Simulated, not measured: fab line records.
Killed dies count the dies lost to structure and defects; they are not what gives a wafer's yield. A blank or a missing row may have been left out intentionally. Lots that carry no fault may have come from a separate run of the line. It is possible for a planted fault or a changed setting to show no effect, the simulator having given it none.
Chamber matching | flow nand harc | NHARC_P_GATE_ETCH_104 on rie diel-12: 4 sister chambers
The step etches the open film in CF4/CHF3, target depth 60 nm. 8 wafers are shown with their chamber, then 11 later ones without.

== WAFERS, EACH WITH ITS CHAMBER ==
wafer  | chamber | drypump motor current A (A) | rf vpp V (V)
L074.2 | 2       | 5.7                         | 369.6
L076.1 | 3       | 5.9                         | 372.0
L077.4 | 3       | 6.0                         | 372.7
L080.3 | 1       | 5.5                         | 368.3
L083.1 | 0       | 5.3                         | 372.1
L083.2 | 1       | 5.5                         | 366.8
L083.3 | 2       | 5.8                         | 370.4
L082.2 | 0       | 5.3                         | 373.4

== WAFERS WITH NO CHAMBER GIVEN ==
wafer  | drypump motor current A (A) | rf vpp V (V)
L082.3 | 5.4                         | 368.5
L082.5 | 5.7                         | 369.2
L085.1 | 5.3                         | 372.9
L085.2 | 5.7                         | 369.1
L085.6 | 6.0                         | 373.1
L088.1 | 5.3                         | 372.2
L088.2 | 5.5                         | 368.5
L088.4 | 5.7                         | 370.0
L090.2 | 5.4                         | 368.0
L090.3 | 5.9                         | 370.1
L090.4 | 5.3                         | 372.0

== THE CHAMBER EACH PASSED THROUGH ==
wafer  | from the rows above     | in truth
L082.3 | 1                       | 1
L082.5 | 2                       | 2
L085.1 | 0                       | 0
L085.2 | 2                       | 2
L085.6 | 3                       | 3
L088.1 | 0                       | 0
L088.2 | 1                       | 1
L088.4 | 2                       | 2
L090.2 | 1                       | 1
L090.3 | can't be placed: 3 or 2 | 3
L090.4 | 0                       | 0
Placed correctly: 10 of 11. Not placeable from these rows: 1 (in 1, the candidates include the true chamber). Wrongly placed: 0.
How it was worked out, from the rows above alone: a wafer's distance from a chamber is the root of the sum, over the readings, of the square of ((its reading less the chamber's mean) divided by the reading's scatter). The wafer belongs to the nearest chamber; if the next one is less than 2 further off, it can't be placed. Each chamber's mean is taken over the wafers shown for it. The scatter: the root of (the sum of the squares of (reading less its chamber's mean) over the shown wafers, divided by (wafers less chambers)).
